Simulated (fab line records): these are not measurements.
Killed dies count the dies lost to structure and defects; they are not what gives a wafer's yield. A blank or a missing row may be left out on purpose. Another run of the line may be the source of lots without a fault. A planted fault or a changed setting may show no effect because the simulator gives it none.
Chamber matching    flow n5-finfet    N5_MOL_CONTACT_COAG_ALD_27 on ald-sin-02 has 4 sister chambers
The step deposits SiOC, target thk 17 nm, pulse time 1.5 s, time 2720 s. 4 wafers are shown with their chamber, then 12 later ones without.

== WAFERS, EACH WITH ITS CHAMBER ==
wafer   chamber  heater-power-w (W)
L083.3  2        906
L083.5  0        783
L084.3  1        798
L084.6  3        784

== WAFERS MISSING THEIR CHAMBER ==
wafer   heater-power-w (W)
L085.2  814
L085.4  785
L085.5  773
L090.2  792
L090.5  788
L090.6  761
L094.1  767
L094.2  903
L094.3  763
L095.2  762
L095.3  791
L095.5  778

== CHAMBER TAKEN BY EACH ==
wafer   from the rows above           in truth
L085.2  can't be placed: 1 or 3 or 0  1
L085.4  can't be placed: 3 or 0 or 1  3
L085.5  can't be placed: 0 or 3 or 1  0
L090.2  can't be placed: 1 or 3 or 0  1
L090.5  can't be placed: 3 or 0 or 1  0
L090.6  can't be placed: 0 or 3 or 1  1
L094.1  can't be placed: 0 or 3 or 1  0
L094.2  2                             2
L094.3  can't be placed: 0 or 3 or 1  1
L095.2  can't be placed: 0 or 3 or 1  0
L095.3  can't be placed: 1 or 3 or 0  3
L095.5  can't be placed: 0 or 3 or 1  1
Placed correctly: 1 of 12. From these rows, 11 cannot be placed; in 11 the true chamber is one of the candidates. Wrongly placed: 0.
How it was worked out, from the rows above alone: a wafer's distance from a chamber is the root of the sum, over the readings, of the square of ((its reading less the chamber's mean) divided by the reading's scatter). If the next closest chamber is less than 2 further off than the closest, the wafer can't be placed; otherwise it belongs to the closest. A chamber's mean is the mean of its shown wafers. The scatter (one wafer shown for each chamber): square how far every hidden wafer sits from the nearest shown wafer, average those squares and take the square root.
